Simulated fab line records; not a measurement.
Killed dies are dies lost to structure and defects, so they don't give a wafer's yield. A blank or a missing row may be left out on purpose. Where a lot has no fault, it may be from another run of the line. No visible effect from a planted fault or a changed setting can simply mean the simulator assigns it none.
What tool caused it? || flow n5_finfet || 12 lots with 36 wafers sampled at 3 steps, on a route of 1938 steps

## WHAT THE GAUGES SHOWED, per wafer
N5_BEOL_M15_OVL_MEAS_11.
{"lot": "L075", "measured": "day 13 10:58", "on": "overlay-02", "V14_OVL (nm)": "8 4 4"}
{"lot": "L076", "measured": "day 14 03:19", "on": "overlay-01", "V14_OVL (nm)": "-7 -1 -5"}
{"lot": "L079", "measured": "day 14 14:29", "on": "overlay-01", "V14_OVL (nm)": "5 2 1"}
{"lot": "L082", "measured": "day 14 19:13", "on": "overlay-01", "V14_OVL (nm)": "-10 -2 1"}
{"lot": "L084", "measured": "day 15 17:47", "on": "overlay-01", "V14_OVL (nm)": "3 1 -3"}
{"lot": "L085", "measured": "day 16 01:12", "on": "overlay-01", "V14_OVL (nm)": "8 10 6"}
{"lot": "L087", "measured": "day 16 14:44", "on": "overlay-02", "V14_OVL (nm)": "3 -7 -3"}
{"lot": "L086", "measured": "day 17 02:48", "on": "overlay-01", "V14_OVL (nm)": "-3 -2 -1"}
{"lot": "L093", "measured": "day 18 00:44", "on": "overlay-02", "V14_OVL (nm)": "-2 -3 -2"}
{"lot": "L094", "measured": "day 18 20:33", "on": "overlay-01", "V14_OVL (nm)": "4 -5 -3"}
{"lot": "L096", "measured": "day 20 00:23", "on": "overlay-02", "V14_OVL (nm)": "0 -11 3"}
{"lot": "L095", "measured": "day 20 10:58", "on": "overlay-02", "V14_OVL (nm)": "4 8 -2"}

## TOOL THAT RAN EACH LOT (tool first, then ch and the chambers of the sampled wafers, then the start)
{"lot": "L075", "N5_BEOL_M14_VIA_ETCH_16": "rie_diel-05 ch 0,3, day 13 03:17", "N5_BEOL_M14_ETCH_38": "rie_diel-05 ch 0,2,3, day 13 10:58 or earlier"}
{"lot": "L076", "N5_BEOL_M14_VIA_ETCH_16": "rie_diel-01 ch 0,1,3, day 13 18:08", "N5_BEOL_M14_ETCH_38": "rie_diel-01 ch 0,1,3, day 14 03:19 or earlier"}
{"lot": "L079", "N5_BEOL_M14_VIA_ETCH_16": "rie_diel-05 ch 1,2,3, day 14 09:17", "N5_BEOL_M14_ETCH_38": "rie_diel-04 ch 0,1,2, day 14 14:29 or earlier"}
{"lot": "L082", "N5_BEOL_M14_VIA_ETCH_16": "rie_diel-04 ch 0,1,3, day 14 13:37", "N5_BEOL_M14_ETCH_38": "rie_diel-05 ch 1,2,3, day 14 19:13 or earlier"}
{"lot": "L084", "N5_BEOL_M14_VIA_ETCH_16": "rie_diel-05 ch 0,3, day 15 12:11", "N5_BEOL_M14_ETCH_38": "rie_diel-05 ch 1,3, day 15 17:47 or earlier"}
{"lot": "L085", "N5_BEOL_M14_VIA_ETCH_16": "rie_diel-05 ch 1,2, day 15 18:08", "N5_BEOL_M14_ETCH_38": "rie_diel-05 ch 1,3, day 16 01:12 or earlier"}
{"lot": "L087", "N5_BEOL_M14_VIA_ETCH_16": "rie_diel-01 ch 0,1,3, day 16 10:22", "N5_BEOL_M14_ETCH_38": "rie_diel-01 ch 0,1,3, day 16 14:44 or earlier"}
{"lot": "L086", "N5_BEOL_M14_VIA_ETCH_16": "rie_diel-01 ch 2,3, day 16 19:45", "N5_BEOL_M14_ETCH_38": "rie_diel-04 ch 0,2,3, day 17 02:48 or earlier"}
{"lot": "L093", "N5_BEOL_M14_VIA_ETCH_16": "rie_diel-05 ch 0,2, day 17 20:08", "N5_BEOL_M14_ETCH_38": "rie_diel-04 ch 0,2,3, day 18 00:44 or earlier"}
{"lot": "L094", "N5_BEOL_M14_VIA_ETCH_16": "rie_diel-05 ch 0,2,3, day 18 14:46", "N5_BEOL_M14_ETCH_38": "rie_diel-05 ch 1,2,3, day 18 20:33 or earlier"}
{"lot": "L096", "N5_BEOL_M14_VIA_ETCH_16": "rie_diel-01 ch 0,2,3, day 19 18:11", "N5_BEOL_M14_ETCH_38": "rie_diel-05 ch 0,1,2, day 20 00:23 or earlier"}
{"lot": "L095", "N5_BEOL_M14_VIA_ETCH_16": "rie_diel-04 ch 0,1,2, day 20 02:55", "N5_BEOL_M14_ETCH_38": "rie_diel-04 ch 1,2,3, day 20 10:58 or earlier"}
- N5_BEOL_M14_VIA_ETCH_16: etches SiO2 in C4F8/O2/Ar, target depth 1231.3 nm.
- N5_BEOL_M14_ETCH_38: etches SiCN in CF4/N2, target depth 106.5 nm, time 120.6 s.

## THE ANSWER, worked out from the rows above alone
Rule: the usual values come from the lots themselves. The widest of any qualifying gaps counts: lots, ordered by their means at a reading, are off when they make up no more than a third of the lots, leave a main group of 4 or more, and stand apart from it by 3 or more times the standard deviation of that group's means. The tables above print the reading to a certain number of digits; a main group whose means all agree to those digits is not used. A lot without any number at a reading at which 4 lots or more have one is off too. All remaining lots with rows at the step are treated as sound.
No lot is off on any of the readings shown, so nothing can be concluded from this.

## WHAT THE SIMULATOR HAD PUT IN
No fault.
